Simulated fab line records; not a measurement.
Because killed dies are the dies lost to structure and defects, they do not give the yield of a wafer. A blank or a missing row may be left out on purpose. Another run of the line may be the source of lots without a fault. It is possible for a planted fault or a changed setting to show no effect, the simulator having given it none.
A struck lot beside a sound one + flow n5 finfet + 34 out of 1938 route steps
Sound: these wafers, L935.1, L935.2, L935.3. Wafers L925.1, L925.2, L925.6 were the ones struck. The cause is given at the end.
Per side, at each step with rows, come the tool, then ch with its chambers, and then its first start. Under that, the readings that differ: sound wafers + struck wafers + difference of the means + sigmas: that difference in standard deviations of wafers without a fault.
alike: readings whose means differ by less than 2 such deviations, and words and numbers that are the same on both sides. not compared: withheld readings, readings that some wafer has no value for, bounds like >300 that may hide the same value, and numbers for which the record gives no deviation and whose values overlap.
Wherever a step has rows on one side only, a row that says differs or no value, or a row with sigmas, the two part there. Non-overlapping numbers with no deviation appear without sigmas and do not part them. A reading that every wafer of one side lacks parts them only if that side has two wafers or more.

first, 10 steps without rows for these wafers: N5_BEOL_M6_STRIP_36 (strips in N2/H2); N5_BEOL_M6_TRENCH_ETCH_37 (etches SiCOH lowk in C4F6/O2, target depth 94.435 nm, time 31.5 s); N5_BEOL_M6_ETCH_41 (etches SiCN in CH3F/O2, target depth 29.7 nm, time 52 s); N5_BEOL_M6_STRIP_80 (strips in N2/H2, time 10 s); N5_BEOL_M6_HM_STRIP_39 (strips TiN in peroxide tin strip, target depth 25 nm, time 158 s); N5_BEOL_M6_SRD_40 (time 30 s); N5_BEOL_M6_PRECLEAN_42 (cleans in residue remover, time 60 s); N5_BEOL_M6_SRD_43 (time 30 s); N5_BEOL_M6_CURE_75 (cures SiCOH lowk, time 120 s); N5_BEOL_M6_DEGAS_44 (time 60 s).
N5_BEOL_M6_PRE_CLEAN_45: time 30 s.
  sound: pvd sputter-01 at day 14 18:20; struck: pvd sputter-03 at day 12 04:44
  alike: heater power w
then, 22 steps without rows for these wafers: N5_BEOL_M6_ALD_77 (deposits TaN, target thk 2 nm, pulse time 2 s, purge time 3 s); N5_BEOL_M6_SURFACE_TREAT_79; N5_BEOL_M6_CVD_78 (deposits Co from CCTBA/H2, target thk 2 nm, time 142.3 s); N5_BEOL_M6_SPUTTER_48 (material Cu, target thk 10 nm, time 1.667 s); N5_BEOL_M6_ECD_50 (material Cu, target thk 300 nm); N5_BEOL_M6_ANNEAL_51 (time 90 s); N5_BEOL_M6_CMP_52 (polishes, stops on SiCOH lowk, t overpolish 6.9 s, target thk 80 nm); N5_BEOL_M6_PRE_CLEAN_55 (time 15 s); N5_BEOL_M6_DEP_56 (deposits SiCN from 3MS/NH3, target thk 10 nm, time 17.5 s); N5_BEOL_M7_ILD_DEP_00 (deposits SiCOH lowk from DEMS/porogen, target thk 179.75 nm, time 33.4 s); N5_BEOL_M7_CURE_74 (cures SiCOH lowk, time 240 s); N5_BEOL_M7_PECVD_70 (deposits SiO2 from TEOS/O2, target thk 20 nm, time 22.7 s); N5_BEOL_M7_HM_DEP_02 (deposits TiN, target thk 20 nm); N5_BEOL_M7_COAT_59 (time 60 s, resist thk 100 nm); N5_BEOL_M7_COAT_60 (time 60 s, resist thk 35 nm); N5_BEOL_M7_COAT_05 (resist thk 90 nm); N5_BEOL_M7_EBR_07; N5_BEOL_M7_SOFTBAKE_06 (time 60 s); N5_BEOL_M7_EXPOSE_08 (exposes mask M7); N5_BEOL_M7_PEB_09 (peb time 60 s); N5_BEOL_M7_DEVELOP_10 (develop time 30 s); N5_BEOL_M7_DESCUM_16 (chemistry O2, time 7.9 s).
-- here the record skips 4 days between the struck wafers' starts before and after, leaving off in module BEOL_M7 and picking up in module PASSIVATION (first step shown: number 1936 of the route) --
N5_PASSIVATION_PROBE_49:
  rows exist in the record for the struck wafers here (prober-02, day 15 17:49), but not for the sound ones

== WHERE THEY PART ==
Only at N5_PASSIVATION_PROBE_49, as far as this record shows.

WHY: what had been put in by the simulator
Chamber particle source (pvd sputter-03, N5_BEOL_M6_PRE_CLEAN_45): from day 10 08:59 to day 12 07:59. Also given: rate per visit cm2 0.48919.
